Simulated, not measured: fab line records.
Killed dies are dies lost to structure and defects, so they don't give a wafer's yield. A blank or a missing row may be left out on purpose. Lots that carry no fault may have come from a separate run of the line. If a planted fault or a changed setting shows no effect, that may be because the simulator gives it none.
Lot-split experiment -- flow n5_finfet -- on a route of 1938 steps: 7 lots, 39 wafers read

## THE SPLIT
At N5_BEOL_M4_VIA_ETCH_34 (etches the open film in C4F6/O2, target depth 69.4 nm, time 65.9 s), the setting target_depth_a was moved away from the recipe's 694 angstrom on 15 of the 39 wafers read, by -58.4% to +36.4%. This setting was run at the recipe's value on the other wafers.

Reading taken at the split's own step.

## THE READING
SOC_of_BEOL_M4_COAT_67.thk_nm (the simulator's own value, which no gauge read), in nm, at N5_BEOL_M4_VIA_ETCH_34 (etches the open film in C4F6/O2, target depth 69.4 nm, time 65.9 s). The file gives no usual value for it. Across the 24 wafers here that went through the recipe, the average is 51.7 nm and the standard deviation 0.2 nm.

wafer,"tool, chamber at the split","target_depth_a as run, angstrom",against the recipe,"SOC_of_BEOL_M4_COAT_67.thk_nm, nm",against lot-mates on the recipe
L074.1,"rie_diel-01, 0",537,-22.6%,53.4,+1.7
L074.2,"rie_diel-01, 1",694,recipe,51.8,-
L074.3,"rie_diel-01, 3",694,recipe,51.8,-
L074.4,"rie_diel-01, 2",694,recipe,51.6,-
L074.5,"rie_diel-01, 1",537,-22.6%,53.4,+1.7
L074.6,"rie_diel-01, 2",537,-22.6%,53.6,+1.9
L075.1,"rie_diel-03, 1",946.8,+36.4%,49,-2.7
L075.2,"rie_diel-03, 0",694,recipe,51.6,-
L075.3,"rie_diel-03, 3",694,recipe,51.6,-
L075.4,"rie_diel-03, 2",946.8,+36.4%,48.6,-3.1
L075.5,"rie_diel-03, 2",946.8,+36.4%,48.4,-3.3
L075.6,"rie_diel-03, 3",694,recipe,51.8,-
L083.1,"rie_diel-03, 0",694,recipe,52,-
L083.2,"rie_diel-03, 1",897.3,+29.3%,49.4,-2.4
L083.3,"rie_diel-03, 2",694,recipe,51.8,-
L083.4,"rie_diel-03, 3",897.3,+29.3%,48.8,-3.0
L083.5,"rie_diel-03, 3",694,recipe,51.6,-
L083.6,"rie_diel-03, 2",897.3,+29.3%,49.2,-2.6
L086.1,"rie_diel-04, 3",694,recipe,52,-
L086.2,"rie_diel-04, 2",694,recipe,52,-
L086.3,"rie_diel-04, 0",694,recipe,51.8,-
L086.4,"rie_diel-04, 1",694,recipe,51.6,-
L086.5,"rie_diel-04, 2",694,recipe,51.8,-
L086.6,"rie_diel-04, 3",694,recipe,52,-
L092.1,"rie_diel-04, 1",288.6,-58.4%,56.6,+4.8
L092.2,"rie_diel-04, 0",288.6,-58.4%,56.6,+4.8
L092.3,"rie_diel-04, 2",694,recipe,51.8,-
L092.4,"rie_diel-04, 3",288.6,-58.4%,56.6,+4.8
L092.5,"rie_diel-04, 1",694,recipe,51.8,-
L092.6,"rie_diel-04, 0",694,recipe,51.8,-
L094.1,"rie_diel-01, 2",694,recipe,51.2,-
L094.2,"rie_diel-01, 0",694,recipe,51.4,-
L094.4,"rie_diel-01, 0",694,recipe,51.4,-
L096.1,"rie_diel-03, 1",694,recipe,51.8,-
L096.2,"rie_diel-03, 2",884.9,+27.5%,49.4,-2.3
L096.3,"rie_diel-03, 2",694,recipe,51.6,-
L096.4,"rie_diel-03, 1",884.9,+27.5%,49.6,-2.1
L096.5,"rie_diel-03, 2",694,recipe,51.8,-
L096.6,"rie_diel-03, 1",884.9,+27.5%,49.8,-1.9

THE FIT
A straight line over all 39 wafers: SOC_of_BEOL_M4_COAT_67.thk_nm changes by -0.083 nm for each +1% of target_depth_a; r = -0.99; the points scatter about the line by 0.21 nm.
The same after taking each lot's own level away (the mean of its wafers on the recipe; 39 wafers): -0.0824 nm for each +1%; r = -1.00; scatter 0.17 nm.
Per that fit: largest target_depth_a move, reading shift of 4.8 nm.
From 51.33 to 51.87 nm: that is the span of the lots' own levels, equal to 2.7 times the standard deviation above.
So the lot-to-lot level changes the slope little: the two slopes agree.
Check: with one of the wafers moved furthest among these (-58.4%) left out of the fit, the line predicts +4.79 nm for it against its lot-mates. It came out at +4.8 nm against them.

## OTHER SPLITS ON THESE WAFERS
These wafers also went through other splits before the reading. Each is held against what the fit with the lots' levels taken away leaves over:
other split on the same wafers,wafers away from the commonest value,r with SOC_of_BEOL_M4_COAT_67.thk_nm (lot level and that fit taken away)
N5_FIN_SAQP_PECVD_06 time_s,12,-0.16

## THE WHOLE CHAIN: every reading that the file lists as answering this split, in the file's order
step,what it does,reading,change (the file's fit),r (the file's)
N5_BEOL_M4_VIA_ETCH_34,"etches the open film in C4F6/O2, target depth 69.4 nm, time 65.9 s","etch.depth_nm (the simulator's own value, which no gauge read)",+0.699 nm for each +1% of the setting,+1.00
N5_BEOL_M4_VIA_ETCH_34,"etches the open film in C4F6/O2, target depth 69.4 nm, time 65.9 s","SOC_of_BEOL_M4_COAT_67.thk_nm (the simulator's own value, which no gauge read)",-0.0824 nm for each +1% of the setting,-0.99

## THE FILE'S OWN FIT
SOC_of_BEOL_M4_COAT_67.thk_nm changes by -0.0824 nm for each +1% of target_depth_a, r = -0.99.
